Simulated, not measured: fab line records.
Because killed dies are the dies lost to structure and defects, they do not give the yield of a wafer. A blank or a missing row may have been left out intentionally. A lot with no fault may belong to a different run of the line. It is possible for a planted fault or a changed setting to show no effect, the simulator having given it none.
A struck lot beside a sound one | flow n5Finfet | 38 steps out of a route of 1938
Sound: the wafers L765.2, L765.3, L765.5. Struck: wafers L774.2, L774.4, L774.5. At the end, the cause is stated.
Order at every step that has rows: each side's tool, ch and its chambers, its first start. Under that, the readings that differ: sound wafers | struck wafers | difference of the means | sigmas: that difference in standard deviations of wafers without a fault.
alike: readings with means less than 2 such deviations apart, plus words and numbers identical on both sides. not compared: withheld readings, readings lacking a value on some wafer, bounds such as >300 that could conceal the same value, and numbers that have no deviation in the record and whose values overlap.
A row with sigmas, a row that says differs or no value, or rows on one side alone: a step with any of these is where the two part. Non-overlapping numbers with no deviation appear without sigmas and do not part them. A reading that every wafer of one side lacks parts them only if that side has two wafers or more.

first, 12 steps without rows for these wafers: N5_GATE_CUT_STRIP_42 (strips in O2); N5_GATE_CUT_ETCH_19 (etches SiNx in CH3F/O2, target depth 53.7 nm, time 76.7 s); N5_GATE_CUT_CUT_ETCH_53 (etches W in SF6/Cl2, target depth 79.2 nm); N5_GATE_CUT_CUT_ETCH_54 (etches TiN in Cl2/BCl3, target depth 96.7 nm); N5_GATE_CUT_CUT_ETCH_55 (etches HfO2 in BCl3, target depth 3.2 nm); N5_GATE_CUT_ETCH_47 (etches SiO2 in Cl2/BCl3, target depth 10 nm); N5_GATE_CUT_VAPOR_ETCH_48 (etches TiN in BCl3/Cl2); N5_GATE_CUT_VAPOR_ETCH_49 (etches TiAlC in BCl3/Cl2); N5_GATE_CUT_VAPOR_ETCH_51 (etches HfO2 in BCl3/Cl2); N5_GATE_CUT_STRIP_21 (strips in N2/H2, time 30 s); N5_GATE_CUT_STRIP_29 (strips in post etch residue remover, time 60 s); N5_GATE_CUT_SRD_52 (time 30 s).
N5_GATE_CUT_ALD_22: deposits SiNx, target thk 16 nm, pulse time 1 s, ald cycles 320.
  sound on aldSin-01 ch 0,2,3, day 6 05:36; struck on aldSin-01 ch 0,1,3, day 8 11:19
  alike: heaterPowerW, precursorPulseHeightRel
then, 23 steps without rows for these wafers: N5_GATE_CUT_CMP_23 (polishes, stops on SiO2, t overpolish 23.4 s, target thk 16 nm); N5_GATE_CUT_CMP_43 (polishes SiO2); N5_GATE_CUT_CMP_61 (polishes, stops on SiNx, t overpolish 3 s); N5_MOL_CONTACT_COAG_COAT_103 (time 60 s, resist thk 80 nm); N5_MOL_CONTACT_COAG_COAT_104 (time 60 s, resist thk 12 nm); N5_MOL_CONTACT_COAG_COAT_58 (time 60 s, resist thk 10 nm); N5_MOL_CONTACT_COAG_COAT_02 (resist thk 30 nm); N5_MOL_CONTACT_COAG_EBR_04; N5_MOL_CONTACT_COAG_SOFTBAKE_03 (time 60 s); N5_MOL_CONTACT_COAG_EXPOSE_05 (exposes mask CA, defocus 0 nm); N5_MOL_CONTACT_COAG_PEB_06 (peb time 60 s); N5_MOL_CONTACT_COAG_DEVELOP_07 (develop time 30 s); N5_MOL_CONTACT_COAG_DESCUM_13 (chemistry O2, time 7 s); N5_MOL_CONTACT_COAG_ETCH_59 (etches underlayer in N2/H2, target depth 13 nm, time 10.4 s); N5_MOL_CONTACT_COAG_ETCH_105 (etches SiARC in CF4, target depth 15.6 nm, time 26 s); N5_MOL_CONTACT_COAG_ETCH_106 (etches SOC in N2/H2, target depth 80 nm, overetch 16 nm, time 120 s); N5_MOL_CONTACT_COAG_STRIP_107 (strips in N2/H2); N5_MOL_CONTACT_COAG_STRIP_108 (strips in N2/H2); N5_MOL_CONTACT_COAG_CONTACT_ETCH_14 (etches SiO2 in C4F6/O2, target depth 27.5 nm, overetch 8.5 nm, time 20 s); N5_MOL_CONTACT_COAG_STRIP_109 (strips in C4F6/O2); N5_MOL_CONTACT_COAG_ETCH_15 (etches SiNx in CH3F/O2, stops on Si:P, target depth 7 nm); N5_MOL_CONTACT_COAG_ETCH_110 (etches Si in CF4/O2, target depth 2.5 nm, time 8 s); N5_MOL_CONTACT_COAG_STRIP_98 (strips in N2/H2).
-- a jump in the record: the struck wafers' starts before and after are 3 days apart (it breaks off in module MOL_CONTACT_COAG and resumes in module BEOL_M4, where the first step shown is number 1111 of the route) --
N5_BEOL_M4_RC_MEAS_101:
  sound on prober-01 ch 0, day 9 13:55; struck on prober-01 ch 0, day 11 15:47
  alike: DIBL_N, DIBL_P, IOFF_N, IOFF_P, ION_N, ION_P, SS_N, SS_P, VT_N, VT_P
-- here the record skips 4 days between the struck wafers' starts before and after, leaving off in module BEOL_M4 and picking up in module PASSIVATION (first step shown: number 1936 of the route) --
N5_PASSIVATION_PROBE_49:
  sound on prober-01 at day 13 20:35; struck on prober-02 at day 15 15:59
reading                | sound          | struck         | difference | sigmas
defectLimitedYield (%) | 91.5 92.4 89.9 | 64.4 64.5 64.7 | -26.7      | -21
killedAtFrontEnd       | 34 22 32       | 362 348 355    | +326       | +35
killedDies             | 100 90 119     | 420 419 417    | +316       | +21
killedOnRim            | 18 14 12       | 152 152 152    | +137       | +39
sortNPass              | 1080 1090 1061 | 760 761 763    | -316       | -21
sortYieldPct (%)       | 91.5 92.4 89.9 | 64.4 64.5 64.7 | -26.7      | -21
  alike: killed_at_M0_to_M3, killed_at_M4_up, killedAtContacts, killedAtOther, killedOpen, killedShort, sort_bin_5_function, sort_bin_6_memory

## WHERE THEY PART
At N5_PASSIVATION_PROBE_49 and nowhere else, as far as this record goes.

WHY: the cause the simulator had injected
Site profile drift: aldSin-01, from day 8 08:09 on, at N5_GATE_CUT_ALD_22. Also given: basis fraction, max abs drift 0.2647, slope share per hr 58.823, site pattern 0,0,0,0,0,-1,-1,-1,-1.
